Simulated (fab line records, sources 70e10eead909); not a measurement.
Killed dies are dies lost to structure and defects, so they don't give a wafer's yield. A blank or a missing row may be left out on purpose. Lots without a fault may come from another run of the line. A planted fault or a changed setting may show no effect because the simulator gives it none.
Chamber matching | flow nand_harc | NHARC_P_CONTACT_ETCH_18 on rie_diel-06: 4 sister chambers
The step etches the open film in C4F8/O2/Ar, target depth 481 nm, time 240.5 s. 8 wafers are shown with their chamber, then 8 later ones without.

WAFERS WITH THEIR CHAMBER
wafer  | chamber | rf_vpp_V (V) | run_length_s (s)
L667.3 | 2       | 971          | 262.2
L671.1 | 0       | 986          | 262.4
L671.2 | 3       | 978          | 262.4
L671.6 | 1       | 979          | 262.1
L673.1 | 2       | 971          | 262.5
L673.2 | 0       | 985          | 262.2
L673.6 | 3       | 979          | 262.5
L674.1 | 1       | 981          | 261.6

WAFERS WITHOUT THEIR CHAMBER
wafer  | rf_vpp_V (V) | run_length_s (s)
L674.4 | 986          | 262.2
L674.6 | 971          | 262.1
L678.1 | 969          | 262.3
L678.4 | 985          | 262.4
L678.5 | 980          | 261.5
L680.2 | 980          | 262.9
L680.4 | 979          | 261.6
L680.6 | 979          | 262.3

WHICH CHAMBER EACH WENT THROUGH
wafer  | from the rows above     | in truth
L674.4 | 0                       | 0
L674.6 | 2                       | 2
L678.1 | 2                       | 2
L678.4 | 0                       | 0
L678.5 | 1                       | 1
L680.2 | 3                       | 3
L680.4 | 1                       | 1
L680.6 | can't be placed: 3 or 1 | 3
Placed correctly: 7 of 8. Can't be placed from these rows: 1 (the true chamber is among the candidates in 1). Placed wrongly: 0.
How it was worked out, from the rows above alone: a wafer's distance from a chamber is the root of the sum, over the readings, of the square of ((its reading less the chamber's mean) divided by the reading's scatter). The wafer belongs to the nearest chamber; if the next one is less than 2 further off, it can't be placed. A chamber's mean is the mean of its shown wafers. The scatter: the root of (the sum of the squares of (reading less its chamber's mean) over the shown wafers, divided by (wafers less chambers)).
